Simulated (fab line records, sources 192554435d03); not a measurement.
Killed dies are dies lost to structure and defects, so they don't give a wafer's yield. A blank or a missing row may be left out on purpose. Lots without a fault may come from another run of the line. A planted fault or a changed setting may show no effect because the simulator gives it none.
Split-lot experiment | flow n5_finfet | 7 lots, 21 wafers read, on a route of 1938 steps

THE SPLIT
At N5_PASSIVATION_EXPOSE_41 (exposes mask PASS OPEN, defocus 0 nm, target cd 40000 nm), the setting dose_mj was moved away from the recipe's 57.25 on 10 of the 21 wafers read, by -5.7% to -3.7%. The other wafers ran this setting at the recipe's value.

FROM THE SPLIT TO THE READING: what the file shows between them, 3 steps
- N5_PASSIVATION_PEB_42
- N5_PASSIVATION_DEVELOP_43: develop time 60 s
- N5_PASSIVATION_HARDBAKE_45: time 120 s

THE READING
cd_nm, in nm, at N5_PASSIVATION_CD_MEAS_44 (target cd 40000 nm). Fault-free wafers of this fab line usually give 40000 nm, standard deviation 3.2 nm.

wafer  | tool, chamber at the split | dose_mj as run | against the recipe | cd_nm, nm | against lot-mates on the recipe
L075.4 | krf_scanner-01, 0          | 57.25          | recipe             | 39994     | -
L075.5 | krf_scanner-01, 0          | 55.15          | -3.7%              | 39984     | -14
L075.6 | krf_scanner-01, 0          | 57.25          | recipe             | 40001     | -
L077.1 | krf_scanner-02, 0          | 54.82          | -4.2%              | 39980     | -16
L077.2 | krf_scanner-02, 0          | 57.25          | recipe             | 39996     | -
L077.5 | krf_scanner-02, 0          | 54.82          | -4.2%              | 39978     | -18
L078.1 | krf_scanner-02, 0          | 53.97          | -5.7%              | 39979     | -19
L078.4 | krf_scanner-02, 0          | 57.25          | recipe             | 39998     | -
L078.5 | krf_scanner-02, 0          | 53.97          | -5.7%              | 39975     | -23
L076.1 | krf_scanner-02, 0          | 57.25          | recipe             | 40000     | -
L076.3 | krf_scanner-02, 0          | 57.25          | recipe             | 40002     | -
L076.6 | krf_scanner-02, 0          | 57.25          | recipe             | 40000     | -
L092.3 | krf_scanner-02, 0          | 54.24          | -5.3%              | 39978     | no lot-mate on the recipe
L092.4 | krf_scanner-02, 0          | 54.24          | -5.3%              | 39982     | no lot-mate on the recipe
L092.5 | krf_scanner-02, 0          | 54.24          | -5.3%              | 39979     | no lot-mate on the recipe
L095.3 | krf_scanner-01, 0          | 54.67          | -4.5%              | 39986     | -13
L095.4 | krf_scanner-01, 0          | 54.67          | -4.5%              | 39982     | -17
L095.5 | krf_scanner-01, 0          | 57.25          | recipe             | 39999     | -
L096.1 | krf_scanner-01, 0          | 57.25          | recipe             | 40002     | -
L096.2 | krf_scanner-01, 0          | 57.25          | recipe             | 40006     | -
L096.4 | krf_scanner-01, 0          | 57.25          | recipe             | 40005     | -

THE FIT
A straight line over all 21 wafers: cd_nm changes by +4.08 nm for each +1% of dose_mj; r = +0.96; the points scatter about the line by 3.2 nm.
The same after taking each lot's own level away (the mean of its wafers on the recipe; 18 wafers): +3.65 nm for each +1%; r = +0.98; scatter 2 nm.
On that fit, the largest move of dose_mj shifts the reading by 21 nm.
The lots' own levels span 39996.0 to 40004.3 nm, that is 2.6 times the standard deviation above.
So the lot-to-lot level changes the slope: the two fits differ.
Check: with one of the wafers moved furthest among these (-5.7%) left out of the fit, the line predicts -21.5 nm for it against its lot-mates. It came out at -19 nm against them.

OTHER SPLITS ON THESE WAFERS
These wafers also went through other splits before the reading. Each is held against what the fit with the lots' levels taken away leaves over:
other split on the same wafers             | wafers away from the commonest value | r with cd_nm (lot level and that fit taken away)
N5_BEOL_M14_SPUTTER_43 power_w             | 8                                    | -0.08
N5_BEOL_M15_ILD_DEP_00 time_s              | 5                                    | -0.26
N5_MIM_BOT_LITHO_DEVELOP_07 develop_time_s | 7                                    | +0.36
N5_MIM_BOT_ETCH_ETCH_04 time_s             | 8                                    | +0.26

THE FILE'S OWN FIT
cd_nm changes by +3.71 nm for each +1% of dose_mj, r = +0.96.
